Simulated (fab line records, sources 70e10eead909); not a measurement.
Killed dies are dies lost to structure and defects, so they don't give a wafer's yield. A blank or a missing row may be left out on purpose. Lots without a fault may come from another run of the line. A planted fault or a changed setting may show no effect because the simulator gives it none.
A struck lot beside a sound one | flow nand_harc | 13 steps out of a route of 1159
Sound: wafers L412.2, L412.3, L412.6. Struck: wafers L421.2, L421.4, L421.6. The cause comes at the end.
At each step with rows: each side's tool, then ch and its chambers, then its first start. Under that, the readings that differ: sound wafers | struck wafers | difference of the means | sigmas: that difference in standard deviations of wafers without a fault.
alike: readings whose means differ by less than 2 such deviations, and words and numbers that are the same on both sides. not compared: withheld readings, readings that some wafer has no value for, bounds like >300 that may hide the same value, and numbers for which the record gives no deviation and whose values overlap.
The two part at a step that has a row with sigmas, a row that says differs or no value, or rows on one side only. Numbers that don't overlap but have no deviation are shown without sigmas and don't part them. A reading that every wafer of one side lacks parts them only if that side has two wafers or more.

NHARC_P_START_INSPECT_01:
  sound on defect_inspect-02, day 2 18:02; struck on defect_inspect-02, day 5 00:02
  alike: raw_defect_count
then, 9 steps without rows for these wafers: NHARC_P_ZERO_WELL_PRECLEAN_00 (cleans in SPM, time 600 s); NHARC_P_ZERO_WELL_SRD_01; NHARC_P_ZERO_WELL_PECVD_02 (deposits SiO2, target thk 10 nm); NHARC_P_ZERO_WELL_DEHYDRATE_03 (time 120 s); NHARC_P_ZERO_WELL_HMDS_04 (time 30 s); NHARC_P_ZERO_WELL_COAT_64 (time 65 s); NHARC_P_ZERO_WELL_COAT_05 (resist thk 600 nm); NHARC_P_ZERO_WELL_SOFTBAKE_06 (time 70 s); NHARC_P_ZERO_WELL_EBR_07.
NHARC_P_ZERO_WELL_EXPOSE_08: exposes mask P ZERO, target cd 500 nm.
  sound on krf_scanner-04 ch 0, day 2 19:07; struck on krf_scanner-04 ch 0, day 5 01:05
  reading              | sound             | struck            | difference | sigmas
  exposure_dose_mJ_cm2 | 33.84 33.78 33.76 | 32.64 32.57 32.66 | -1.17      | -33
  alike: mask, focus_offset_nm
then, 2 steps without rows for these wafers: NHARC_P_ZERO_WELL_PEB_09 (peb time 80 s); NHARC_END_SORT_01.

WHERE THEY PART
Only at NHARC_P_ZERO_WELL_EXPOSE_08, within this record.

WHY: what the simulator had put in
Process parameter drift: krf_scanner-04, from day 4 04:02 on, at NHARC_P_ZERO_WELL_EXPOSE_08. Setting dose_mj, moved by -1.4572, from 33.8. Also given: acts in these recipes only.
